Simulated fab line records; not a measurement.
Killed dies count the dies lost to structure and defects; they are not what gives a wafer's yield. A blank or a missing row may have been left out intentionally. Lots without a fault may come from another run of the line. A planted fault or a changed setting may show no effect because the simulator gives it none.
Chamber matching | flow nand-harc | NHARC_A_STAIRCASE_ETCH_169 on rie-diel-09 has 4 sister chambers
The step etches the open film in CH3F/O2, target depth 50 nm, time 107.1 s. 4 wafers are shown with their chamber, then 8 later ones without.

== WAFERS, EACH WITH ITS CHAMBER ==
wafer  | chamber | drypump-motor-current-A (A)
L086.2 | 3       | 6.6
L086.6 | 2       | 5.5
L090.5 | 1       | 5.7
L091.2 | 0       | 5.8

== WAFERS WITH NO CHAMBER GIVEN ==
wafer  | drypump-motor-current-A (A)
L091.4 | 6.6
L091.6 | 6.6
L094.2 | 5.8
L094.5 | 5.7
L094.6 | 5.4
L097.3 | 5.5
L097.5 | 5.7
L097.6 | 5.7

== WHICH CHAMBER EACH WENT THROUGH ==
wafer  | from the rows above | in truth
L091.4 | 3                   | 3
L091.6 | 3                   | 3
L094.2 | 0                   | 0
L094.5 | 1                   | 1
L094.6 | 2                   | 2
L097.3 | 2                   | 2
L097.5 | 1                   | 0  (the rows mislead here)
L097.6 | 1                   | 1
Correct placement for 7 of the 8. Can't be placed from these rows: 0. Placed wrongly: 1.
How it was worked out, from the rows above alone: a wafer's distance from a chamber is the root of the sum, over the readings, of the square of ((its reading less the chamber's mean) divided by the reading's scatter). The wafer belongs to the nearest chamber; if the next one is less than 2 further off, it can't be placed. The mean given for a chamber averages the wafers shown for that chamber. The scatter: with one shown wafer a chamber, the root of the mean of the squares of how far each hidden wafer lies from its nearest shown one.
